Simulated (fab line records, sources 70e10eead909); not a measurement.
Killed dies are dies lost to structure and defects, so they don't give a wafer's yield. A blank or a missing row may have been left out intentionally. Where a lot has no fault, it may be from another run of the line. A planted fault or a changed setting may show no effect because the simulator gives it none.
Chamber matching :: flow nand harc :: NHARC_P_GATE_DESCUM_31 on rie diel-01: 4 sister chambers
The step chemistry O2, time 3 s. 8 wafers are shown with their chamber, then 8 later ones without.

== EACH WAFER AND ITS CHAMBER ==
wafer: L670.1
chamber: 0
drypump motor current A (A): 5.7
oes product au (a.u.): 1.021

wafer: L680.2
chamber: 1
drypump motor current A (A): 6.4
oes product au (a.u.): 1.014

wafer: L680.3
chamber: 2
drypump motor current A (A): 6.6
oes product au (a.u.): 1.012

wafer: L680.4
chamber: 0
drypump motor current A (A): 5.7
oes product au (a.u.): 1.007

wafer: L681.1
chamber: 1
drypump motor current A (A): 6.4
oes product au (a.u.): 1.011

wafer: L681.2
chamber: 2
drypump motor current A (A): 6.5
oes product au (a.u.): 1.024

wafer: L681.6
chamber: 3
drypump motor current A (A): 5.2
oes product au (a.u.): 0.995

wafer: L682.2
chamber: 3
drypump motor current A (A): 5.3
oes product au (a.u.): 0.993

== WAFERS WITHOUT THEIR CHAMBER ==
wafer: L682.4
drypump motor current A (A): 6.6
oes product au (a.u.): 1.013

wafer: L682.5
drypump motor current A (A): 5.3
oes product au (a.u.): 0.989

wafer: L685.1
drypump motor current A (A): 5.7
oes product au (a.u.): 1.013

wafer: L685.3
drypump motor current A (A): 6.6
oes product au (a.u.): 1.005

wafer: L685.4
drypump motor current A (A): 6.4
oes product au (a.u.): 1.003

wafer: L688.2
drypump motor current A (A): 6.4
oes product au (a.u.): 1.000

wafer: L688.4
drypump motor current A (A): 5.3
oes product au (a.u.): 0.984

wafer: L688.6
drypump motor current A (A): 6.4
oes product au (a.u.): 1.003

== WHICH CHAMBER EACH WENT THROUGH ==
wafer: L682.4
from the rows above: 2
in truth: 2

wafer: L682.5
from the rows above: 3
in truth: 3

wafer: L685.1
from the rows above: 0
in truth: 0

wafer: L685.3
from the rows above: can't be placed: 2 or 1
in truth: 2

wafer: L685.4
from the rows above: 1
in truth: 1

wafer: L688.2
from the rows above: 1
in truth: 1

wafer: L688.4
from the rows above: 3
in truth: 3

wafer: L688.6
from the rows above: 1
in truth: 1
Placed correctly: 7 of 8. These rows do not allow placing 1 (true chamber among the candidates in 1). Number placed wrongly: 0.
How it was worked out, from the rows above alone: a wafer's distance from a chamber is the root of the sum, over the readings, of the square of ((its reading less the chamber's mean) divided by the reading's scatter). The wafer belongs to the nearest chamber; if the next one is less than 2 further off, it can't be placed. Each chamber's mean is taken over the wafers shown for it. The scatter: take each reading less its chamber's mean, square it, sum over the shown wafers, divide by the number of wafers less the number of chambers, and take the root.
